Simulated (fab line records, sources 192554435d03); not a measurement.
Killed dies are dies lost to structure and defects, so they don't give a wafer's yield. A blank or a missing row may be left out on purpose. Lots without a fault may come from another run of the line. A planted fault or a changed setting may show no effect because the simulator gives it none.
Which tool did it? | flow n5_finfet | 24 lots, 72 wafers sampled, at 3 steps of a route of 1938

WHAT THE GAUGES READ, wafer by wafer
N5_BEOL_M10_OCD_MEAS_38. Usual: trench_depth_nm 148.9 nm, standard deviation 2.4.
lot  | measured     | on     | trench_depth_nm (nm) | flag
L074 | day 9 13:19  | ocd-01 | 150.4 148.5 147.6    |
L076 | day 9 23:39  | ocd-02 | 151.6 149.2 146.0    |
L075 | day 10 06:53 | ocd-01 | 147.2 155.0 148.4    |
L077 | day 11 00:56 | ocd-02 | 148.3 150.8 147.2    |
L079 | day 11 03:40 | ocd-02 | 148.0 149.8 145.2    |
L081 | day 11 08:55 | ocd-01 | 147.4 149.5 146.8    |
L078 | day 11 09:05 | ocd-02 | 151.4 150.1 151.5    |
L080 | day 11 10:31 | ocd-01 | 151.2 149.6 150.9    |
L082 | day 11 13:41 | ocd-01 | 148.0 148.4 147.0    |
L083 | day 12 08:39 | ocd-02 | 152.4 148.6 146.5    |
L084 | day 12 08:49 | ocd-01 | 150.4 150.3 149.4    |
L085 | day 12 17:08 | ocd-01 | 150.1 147.3 153.6    |
L086 | day 13 05:52 | ocd-01 | 147.4 147.9 149.2    |
L088 | day 13 07:43 | ocd-01 | 145.9 146.7 147.0    |
L087 | day 13 09:21 | ocd-02 | 150.9 150.0 149.6    |
L089 | day 13 22:48 | ocd-01 | 146.5 147.1 146.5    |
L092 | day 14 03:28 | ocd-01 | 145.1 145.8 145.1    |
L091 | day 14 04:00 | ocd-02 | 145.3 147.8 146.9    |
L090 | day 14 04:20 | ocd-01 | 151.1 148.7 146.8    |
L093 | day 14 14:05 | ocd-01 | 147.9 146.8 148.0    |
L094 | day 14 22:14 | ocd-01 | 146.3 147.6 146.7    |
L095 | day 15 00:31 | ocd-01 | 147.6 147.1 149.1    |
L096 | day 15 22:00 | ocd-02 | 149.3 148.6 149.5    |
L097 | day 15 22:31 | ocd-01 | 150.9 149.1 151.8    |

N5_BEOL_M11_INSPECT_30: inspects for defects (brightfield). Usual: raw_defect_count 418, standard deviation 84.
lot  | measured     | on                | raw_defect_count | flag
L074 | day 9 23:00  | defect_inspect-02 | 362 398 347      |
L076 | day 10 06:46 | defect_inspect-01 | 568 385 370      |
L075 | day 10 12:40 | defect_inspect-02 | 310 229 340      |
L077 | day 11 07:53 | defect_inspect-01 | 348 458 333      |
L079 | day 11 13:20 | defect_inspect-02 | 452 500 417      |
L081 | day 11 17:00 | defect_inspect-02 | 240 350 231      |
L078 | day 11 17:20 | defect_inspect-01 | 525 615 470      |
L080 | day 11 17:10 | defect_inspect-01 | 374 554 389      |
L082 | day 11 19:40 | defect_inspect-01 | 538 450 411      |
L083 | day 12 16:37 | defect_inspect-02 | 334 372 353      |
L084 | day 12 16:47 | defect_inspect-02 | 373 351 419      |
L085 | day 13 00:47 | defect_inspect-01 | 404 470 448      |
L086 | day 13 12:31 | defect_inspect-01 | 596 522 556      |
L088 | day 13 14:39 | defect_inspect-01 | 382 365 360      |
L087 | day 13 15:01 | defect_inspect-01 | 393 407 478      |
L089 | day 14 07:52 | defect_inspect-02 | 359 428 392      |
L092 | day 14 13:30 | defect_inspect-02 | 453 428 410      |
L091 | day 14 13:07 | defect_inspect-01 | 424 335 468      |
L090 | day 14 13:40 | defect_inspect-01 | 387 401 407      |
L093 | day 14 21:32 | defect_inspect-01 | 377 436 416      |
L094 | day 15 03:41 | defect_inspect-02 | 555 412 388      |
L095 | day 15 06:15 | defect_inspect-01 | 452 432 523      |
L096 | day 16 04:40 | defect_inspect-02 | 326 260 278      |
L097 | day 16 06:21 | defect_inspect-01 | 454 443 414      |

WHICH TOOL RAN EACH LOT (tool, then ch and the chambers of the sampled wafers, then the start)
lot  | N5_BEOL_M10_ETCH_41
L074 | rie_diel-05 ch 1,2, day 9 13:19 or earlier
L076 | rie_diel-05 ch 1,2,3, day 9 23:39 or earlier
L075 | rie_diel-05 ch 0,1,3, day 10 06:53 or earlier
L077 | rie_diel-05 ch 0,1,2, day 11 00:56 or earlier
L079 | rie_diel-06 ch 0,1,3, day 11 03:40 or earlier
L081 | rie_diel-05 ch 0,2, day 11 08:55 or earlier
L078 | rie_diel-03 ch 1,3, day 11 09:05 or earlier
L080 | rie_diel-03 ch 0,3, day 11 10:31 or earlier
L082 | rie_diel-06 ch 0,1, day 11 13:41 or earlier
L083 | rie_diel-05 ch 0,1,3, day 12 08:39 or earlier
L084 | rie_diel-03 ch 0,1,3, day 12 08:49 or earlier
L085 | rie_diel-05 ch 0,2,3, day 12 17:08 or earlier
L086 | rie_diel-05 ch 0,1,2, day 13 05:52 or earlier
L088 | rie_diel-05 ch 0,1, day 13 07:43 or earlier
L087 | rie_diel-03 ch 2,3, day 13 09:21 or earlier
L089 | rie_diel-06 ch 0,3, day 13 22:48 or earlier
L092 | rie_diel-06 ch 0,1,3, day 14 03:28 or earlier
L091 | rie_diel-06 ch 1,2, day 14 04:00 or earlier
L090 | rie_diel-05 ch 0,2,3, day 14 04:20 or earlier
L093 | rie_diel-05 ch 0,1, day 14 14:05 or earlier
L094 | rie_diel-06 ch 0,1, day 14 22:14 or earlier
L095 | rie_diel-05 ch 0,1,2, day 15 00:31 or earlier
L096 | rie_diel-03 ch 0,2,3, day 15 22:00 or earlier
L097 | rie_diel-03 ch 0,1,3, day 15 22:31 or earlier
- N5_BEOL_M10_ETCH_41: etches SiCN in CH3F/O2, target depth 42.6 nm, time 86 s.

WHAT THE TOOLS THEMSELVES READ (means of the sampled wafers that have a number; where no wafer has one, the mark that the record gives instead)
N5_BEOL_M10_ETCH_41. Usual: drypump_motor_current_A 5.5 A, standard deviation 0.36; oes_product_au 0.77 a.u., standard deviation 0.083; rf_vpp_V 297.1 V, standard deviation 1.6; showerhead_plenum_p_Torr 1.99 Torr, standard deviation 0.061; throttle_valve_pct 16.31 %, standard deviation 0.15.
lot  | tool        | drypump_motor_current_A (A) | oes_product_au (a.u.) | rf_vpp_V (V) | showerhead_plenum_p_Torr (Torr) | throttle_valve_pct (%) | flag
L074 | rie_diel-05 | 5.3                         | 0.73                  | 298.2        | 2.01                            | 16.31                  |
L076 | rie_diel-05 | 5.4                         | 0.78                  | 298.0        | 2.01                            | 16.30                  |
L075 | rie_diel-05 | 5.4                         | 0.77                  | 297.1        | 1.97                            | 16.39                  |
L077 | rie_diel-05 | 5.5                         | 0.71                  | 297.1        | 2.01                            | 16.34                  |
L079 | rie_diel-06 | 5.6                         | 0.81                  | 297.6        | 1.98                            | 16.19                  |
L081 | rie_diel-05 | 5.7                         | 0.71                  | 297.1        | 2.01                            | 16.34                  |
L078 | rie_diel-03 | 5.4                         | 0.89                  | 297.0        | 2.00                            | 16.26                  |
L080 | rie_diel-03 | 5.9                         | 0.81                  | 294.8        | 1.94                            | 16.36                  |
L082 | rie_diel-06 | 5.1                         | 0.89                  | 297.0        | 2.03                            | 16.10                  |
L083 | rie_diel-05 | 5.4                         | 0.75                  | 297.5        | 1.97                            | 16.43                  |
L084 | rie_diel-03 | 5.7                         | 0.84                  | 296.9        | 1.97                            | 16.32                  |
L085 | rie_diel-05 | 5.5                         | 0.76                  | 296.9        | 2.00                            | 16.34                  |
L086 | rie_diel-05 | 5.5                         | 0.70                  | 297.8        | 2.00                            | 16.37                  |
L088 | rie_diel-05 | 5.5                         | 0.69                  | 297.0        | 1.97                            | 16.47                  |
L087 | rie_diel-03 | 5.9                         | 0.75                  | 295.6        | 1.91                            | 16.40                  |
L089 | rie_diel-06 | 5.9                         | 0.76                  | 295.1        | 1.94                            | 16.33                  |
L092 | rie_diel-06 | 5.6                         | 0.76                  | 297.0        | 1.97                            | 16.24                  |
L091 | rie_diel-06 | 5.5                         | 0.77                  | 298.7        | 2.02                            | 16.10                  |
L090 | rie_diel-05 | 5.5                         | 0.74                  | 296.9        | 2.00                            | 16.36                  |
L093 | rie_diel-05 | 5.5                         | 0.68                  | 297.7        | 1.96                            | 16.50                  |
L094 | rie_diel-06 | 5.1                         | 0.84                  | 298.7        | 2.02                            | 16.16                  |
L095 | rie_diel-05 | 5.5                         | 0.68                  | 296.9        | 2.00                            | 16.40                  |
L096 | rie_diel-03 | 6.0                         | 0.75                  | 295.7        | 1.91                            | 16.42                  |
L097 | rie_diel-03 | 5.7                         | 0.81                  | 297.2        | 1.96                            | 16.38                  |

THE ANSWER, worked out from the rows above alone
Rule: a lot is off if the mean of its wafers that have a number lies more than 3 standard deviations from the usual mean. A lot without any number at a reading at which 4 lots or more have one is off too. The other lots that the step has rows for count as sound. The gauges are gone through in route order, then the tools' own readings, and for those a lot's mean is taken as printed above. The first step at which some lot is off is used, and at that step the reading that is off furthest; a lot without a number counts as furthest.
No lot is off at any reading shown: from this, nothing can be told.

WHAT THE SIMULATOR HAD PUT IN
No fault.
